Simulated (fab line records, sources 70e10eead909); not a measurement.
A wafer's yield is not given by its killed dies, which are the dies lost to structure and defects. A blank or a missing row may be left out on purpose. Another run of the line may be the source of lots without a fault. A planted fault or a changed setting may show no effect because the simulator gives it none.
Matching of chambers | flow nand-harc | 4 sister chambers for NHARC_P_STI_CMP_21 on cmp-01
The step polishes, t overpolish 20 s, target thk 380.67 nm. 8 wafers are shown with their chamber, then 12 later ones without.

EACH WAFER AND ITS CHAMBER
wafer  | chamber | motor-current-A (A) | overpolish-run-s (s)
L078.1 | 2       | 11.0                | 19.988
L079.4 | 2       | 11.1                | 20.014
L084.4 | 0       | 12.5                | 20.003
L084.6 | 3       | 11.3                | 20.002
L085.3 | 3       | 10.7                | 20.005
L087.3 | 1       | 9.9                 | 19.998
L087.4 | 0       | 12.2                | 20.001
L087.6 | 1       | 10.5                | 20.004

WAFERS MISSING THEIR CHAMBER
wafer  | motor-current-A (A) | overpolish-run-s (s)
L089.1 | 10.5                | 19.996
L089.4 | 11.2                | 20.001
L089.6 | 12.5                | 19.997
L090.1 | 10.9                | 19.986
L090.3 | 12.1                | 20.002
L090.6 | 9.6                 | 19.998
L091.1 | 10.0                | 19.988
L091.5 | 10.9                | 19.997
L091.6 | 11.0                | 19.983
L093.2 | 13.1                | 20.015
L093.3 | 11.2                | 20.010
L093.6 | 10.9                | 19.999

EACH ONE'S CHAMBER
wafer  | from the rows above          | in truth
L089.1 | can't be placed: 1 or 3 or 2 | 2
L089.4 | can't be placed: 2 or 3      | 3
L089.6 | 0                            | 0
L090.1 | can't be placed: 2 or 3 or 1 | 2
L090.3 | 0                            | 0
L090.6 | 1                            | 1
L091.1 | 1                            | 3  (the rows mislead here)
L091.5 | can't be placed: 2 or 3 or 1 | 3
L091.6 | can't be placed: 2 or 3 or 1 | 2
L093.2 | 0                            | 0
L093.3 | can't be placed: 3 or 2      | 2
L093.6 | can't be placed: 2 or 3 or 1 | 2
Correct placement for 4 of the 12. Cannot be placed on the basis of these rows: 7; the candidates contain the true chamber in 7. 1 placed wrongly.
How it was worked out, from the rows above alone: a wafer's distance from a chamber is the root of the sum, over the readings, of the square of ((its reading less the chamber's mean) divided by the reading's scatter). The wafer belongs to the nearest chamber; if the next one is less than 2 further off, it can't be placed. A chamber's mean is the mean of its shown wafers. The scatter is the square root of a quotient: the sum, over the shown wafers, of each reading's squared deviation from its chamber's mean, divided by wafers minus chambers.
